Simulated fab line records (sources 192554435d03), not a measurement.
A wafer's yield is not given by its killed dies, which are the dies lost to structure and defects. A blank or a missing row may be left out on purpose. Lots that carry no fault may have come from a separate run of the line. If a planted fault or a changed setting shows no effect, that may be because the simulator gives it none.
Which tool was responsible? + flow n5_finfet + 11 lots, 32 wafers sampled, at 5 steps of a route of 1938

== WHAT THE GAUGES READ, wafer by wafer ==
N5_BEOL_M4_RC_MEAS_101.
| lot  | measured     | on        | DIBL_N (mV/V)  | DIBL_P (mV/V)  | IOFF_N (nA/um) | IOFF_P (nA/um) | ION_N (uA/um) | ION_P (uA/um) | SS_N (mV/dec)  | SS_P (mV/dec)  | VT_N (mV)   | VT_P (mV)      |
|------|--------------|-----------|----------------|----------------|----------------|----------------|---------------|---------------|----------------|----------------|-------------|----------------|
| L143 | day 8 20:52  | prober-01 | 33.1 34.9 38.3 | 33.5 36.1 39.8 | 0.10 0.14 0.22 | 0.14 0.18 0.24 | 647 658 696   | 443 454 469   | 70.5 71.3 72.1 | 71.6 73.0 73.2 | 258 252 244 | -256 -254 -251 |
| L149 | day 9 16:56  | prober-02 | 39.1 41.6 41.1 | 38.8 42.6 42.1 | 0.20 0.28 0.23 | 0.23 0.30 0.28 | 668 695 702   | 454 467 472   | 72.6 72.6 72.1 | 73.9 74.9 74.9 | 249 243 247 | -251 -248 -249 |
| L148 | day 9 23:44  | prober-02 | 39.5 39.0 37.1 | 41.3 40.2 36.6 | 0.25 0.25 0.20 | 0.30 0.30 0.23 | 692 689 687   | 469 468 465   | 73.0 72.0 72.0 | 74.9 74.1 73.9 | 244 242 248 | -246 -245 -246 |
| L151 | day 10 02:48 | prober-01 | 35.0 36.8 34.8 | 36.0 37.5 35.0 | 0.16 0.17 0.15 | 0.23 0.24 0.20 | 689 670 680   | 474 458 468   | 71.0 71.2 70.5 | 73.7 73.5 72.8 | 247 249 250 | -247 -247 -251 |
| L153 | day 10 22:29 | prober-01 | 34.5 34.3 35.6 | 33.8 34.0 36.4 | 0.13 0.12 0.15 | 0.18 0.19 0.24 | 659 660 678   | 460 457 473   | 70.8 70.2 71.4 | 72.9 73.5 73.6 | 251 255 251 | -249 -249 -247 |
| L156 | day 12 05:52 | prober-02 | 35.7 36.4 35.5 | 36.7 37.6 36.8 | 0.15 0.16 0.14 | 0.22 0.24 0.22 | 667 666 673   | 466 466 465   | 71.7 71.9 70.7 | 73.9 73.5 73.5 | 253 252 252 | -248 -247 -249 |
| L159 | day 12 10:00 | prober-02 | 37.2 39.3 35.4 | 38.4 40.1 35.7 | 0.15 0.21 0.14 | 0.22 0.26 0.18 | 660 677 668   | 455 462 460   | 72.0 72.3 71.1 | 73.3 73.8 72.7 | 252 245 248 | -249 -247 -250 |
| L162 | day 12 18:49 | prober-01 | 37.2 36.0 37.9 | 37.7 36.6 38.2 | 0.18 0.17 0.19 | 0.24 0.23 0.24 | 699 678 664   | 478 465 456   | 72.0 71.1 72.0 | 73.5 73.3 73.2 | 247 246 245 | -246 -247 -249 |
| L165 | day 15 04:58 | prober-02 | 34.8 33.9      | 32.7 32.3      | 0.12 0.10      | 0.14 0.14      | 672 645       | 456 446       | 70.9 70.4      | 72.0 72.4      | 254 257     | -254 -256      |
| L164 | day 14 02:22 | prober-02 | 36.5 40.9 36.9 | 38.2 43.3 38.2 | 0.16 0.30 0.18 | 0.23 0.37 0.23 | 661 712 682   | 455 483 462   | 71.5 72.4 71.4 | 74.0 75.4 74.2 | 251 240 247 | -251 -245 -251 |
| L166 | day 14 08:18 | prober-02 | 38.0 37.7 35.5 | 35.3 35.8 33.8 | 0.19 0.16 0.14 | 0.20 0.20 0.17 | 693 654 680   | 467 445 472   | 72.9 71.8 71.3 | 73.4 73.4 73.6 | 246 251 251 | -252 -252 -252 |

== WHICH TOOL RAN EACH LOT (tool, then ch and the chambers of the sampled wafers, then the start) ==
| lot  | N5_BEOL_M4_ANNEAL_80         | N5_BEOL_M4_SPUTTER_94        | N5_BEOL_M4_SPUTTER_96        | N5_BEOL_M4_ANNEAL_51             |
|------|------------------------------|------------------------------|------------------------------|----------------------------------|
| L143 | pvd_sputter-02, day 8 18:08  | pvd_sputter-02, day 8 19:23  | pvd_sputter-02, day 8 19:36  | rtp_anneal-02 ch 0, day 8 19:50  |
| L149 | pvd_sputter-03, day 9 14:11  | pvd_sputter-03, day 9 15:26  | pvd_sputter-03, day 9 15:39  | rtp_anneal-02 ch 0, day 9 16:02  |
| L148 | pvd_sputter-03, day 9 20:44  | pvd_sputter-03, day 9 21:58  | pvd_sputter-03, day 9 22:11  | rtp_anneal-01 ch 0, day 9 22:36  |
| L151 | pvd_sputter-02, day 10 00:04 | pvd_sputter-02, day 10 01:18 | pvd_sputter-02, day 10 01:31 | rtp_anneal-01 ch 0, day 10 01:46 |
| L153 | pvd_sputter-02, day 10 19:56 | pvd_sputter-02, day 10 21:10 | pvd_sputter-02, day 10 21:23 | rtp_anneal-02 ch 0, day 10 21:35 |
| L156 | pvd_sputter-03, day 12 03:01 | pvd_sputter-03, day 12 04:15 | pvd_sputter-03, day 12 04:28 | rtp_anneal-01 ch 0, day 12 04:51 |
| L159 | pvd_sputter-01, day 12 07:14 | pvd_sputter-01, day 12 08:28 | pvd_sputter-01, day 12 08:41 | rtp_anneal-02 ch 0, day 12 09:06 |
| L162 | pvd_sputter-01, day 12 16:08 | pvd_sputter-01, day 12 17:23 | pvd_sputter-01, day 12 17:36 | rtp_anneal-01 ch 0, day 12 17:55 |
| L165 | pvd_sputter-03, day 13 09:49 | pvd_sputter-03, day 13 11:04 | pvd_sputter-03, day 15 03:20 | rtp_anneal-01 ch 0, day 15 03:40 |
| L164 | pvd_sputter-01, day 13 23:43 | pvd_sputter-01, day 14 00:58 | pvd_sputter-01, day 14 01:11 | rtp_anneal-02 ch 0, day 14 01:22 |
| L166 | pvd_sputter-02, day 14 05:44 | pvd_sputter-02, day 14 06:59 | pvd_sputter-02, day 14 07:12 | rtp_anneal-02 ch 0, day 14 07:23 |
- N5_BEOL_M4_ANNEAL_80: time 240 s.
- N5_BEOL_M4_SPUTTER_94: material Cu, target thk 4.5 nm, time 8.29 s.
- N5_BEOL_M4_SPUTTER_96: material Cu, target thk 4.5 nm, time 8.29 s.
- N5_BEOL_M4_ANNEAL_51: time 90 s.

== WHAT THE TOOLS THEMSELVES READ (means of the sampled wafers that have a number; where no wafer has one, the mark that the record gives instead) ==
N5_BEOL_M4_ANNEAL_80.
| lot  | tool           | heater_power_w (W) |
|------|----------------|--------------------|
| L143 | pvd_sputter-02 | 849                |
| L149 | pvd_sputter-03 | 776                |
| L148 | pvd_sputter-03 | 773                |
| L151 | pvd_sputter-02 | 852                |
| L153 | pvd_sputter-02 | 926                |
| L156 | pvd_sputter-03 | 792                |
| L159 | pvd_sputter-01 | 971                |
| L162 | pvd_sputter-01 | 874                |
| L165 | pvd_sputter-03 | 830                |
| L164 | pvd_sputter-01 | 928                |
| L166 | pvd_sputter-02 | 864                |

N5_BEOL_M4_SPUTTER_94.
| lot  | tool           | chamber_pressure_pa (Pa) | chuck_gas_flow_sccm (sccm) | throttle_valve_pct (%) |
|------|----------------|--------------------------|----------------------------|------------------------|
| L143 | pvd_sputter-02 | 0.07                     | 1.27                       | 29.6                   |
| L149 | pvd_sputter-03 | 0.07                     | 1.23                       | 31.4                   |
| L148 | pvd_sputter-03 | 0.07                     | 1.23                       | 31.4                   |
| L151 | pvd_sputter-02 | 0.07                     | 1.29                       | 30.1                   |
| L153 | pvd_sputter-02 | 0.07                     | 1.27                       | 30.4                   |
| L156 | pvd_sputter-03 | 0.07                     | 1.29                       | 31.2                   |
| L159 | pvd_sputter-01 | 0.07                     | 1.25                       | 30.4                   |
| L162 | pvd_sputter-01 | 0.07                     | 1.29                       | 30.2                   |
| L165 | pvd_sputter-03 | 0.07                     | 1.17                       | 31.1                   |
| L164 | pvd_sputter-01 | 0.07                     | 1.23                       | 29.6                   |
| L166 | pvd_sputter-02 | 0.07                     | 1.22                       | 30.1                   |

N5_BEOL_M4_SPUTTER_96.
| lot  | tool           | chamber_pressure_pa (Pa) | chuck_gas_flow_sccm (sccm) | throttle_valve_pct (%) |
|------|----------------|--------------------------|----------------------------|------------------------|
| L143 | pvd_sputter-02 | 0.06980                  | 1.33                       | 29.8                   |
| L149 | pvd_sputter-03 | 0.06998                  | 1.27                       | 31.4                   |
| L148 | pvd_sputter-03 | 0.07004                  | 1.31                       | 31.4                   |
| L151 | pvd_sputter-02 | 0.06996                  | 1.32                       | 30.0                   |
| L153 | pvd_sputter-02 | 0.06989                  | 1.26                       | 30.4                   |
| L156 | pvd_sputter-03 | -                        | -                          | -                      |
| L159 | pvd_sputter-01 | -                        | -                          | -                      |
| L162 | pvd_sputter-01 | 0.07001                  | 1.31                       | 30.0                   |
| L165 | pvd_sputter-03 | 0.07015                  | 1.22                       | 30.9                   |
| L164 | pvd_sputter-01 | 0.07010                  | 1.22                       | 29.6                   |
| L166 | pvd_sputter-02 | 0.06993                  | 1.25                       | 30.1                   |

N5_BEOL_M4_ANNEAL_51.
| lot  | tool          | wafer_temp_C_max |
|------|---------------|------------------|
| L143 | rtp_anneal-02 | 226.2            |
| L149 | rtp_anneal-02 | 226.4            |
| L148 | rtp_anneal-01 | 225.9            |
| L151 | rtp_anneal-01 | 225.9            |
| L153 | rtp_anneal-02 | 226.3            |
| L156 | rtp_anneal-01 | 225.8            |
| L159 | rtp_anneal-02 | 226.3            |
| L162 | rtp_anneal-01 | 225.7            |
| L165 | rtp_anneal-01 | 225.6            |
| L164 | rtp_anneal-02 | 226.4            |
| L166 | rtp_anneal-02 | 226.7            |

== THE ANSWER, worked out from the rows above alone ==
Rule: what is usual is taken from the lots themselves. The widest of any qualifying gaps counts: lots, ordered by their means at a reading, are off when they make up no more than a third of the lots, leave a main group of 4 or more, and stand apart from it by 3 or more times the standard deviation of that group's means. If all means in a main group match to the digits the tables above print for the reading, that group is not used. Also off: a lot with no number at a reading for which 4 or more lots have one. Where the step has rows for the other lots, those lots are counted as sound. Order of review: gauges by route order, followed by the tools' own readings, for which a lot's mean as printed above is used. At the first step where some lot is off, the reading lying furthest off is the one used; lots without a number count as furthest.
Off at N5_BEOL_M4_SPUTTER_96 (chamber_pressure_pa): L156, L159. Without a number there: L156, L159. The main group: mean 0.06998 Pa, standard deviation 0.0001.
If a tool, at that step or one of the process steps before it, ran each lot that is off and ran no sound lot following the first of them, it fits. Not one of the candidates tried fits.

== WHAT WAS PUT IN BY THE SIMULATOR ==
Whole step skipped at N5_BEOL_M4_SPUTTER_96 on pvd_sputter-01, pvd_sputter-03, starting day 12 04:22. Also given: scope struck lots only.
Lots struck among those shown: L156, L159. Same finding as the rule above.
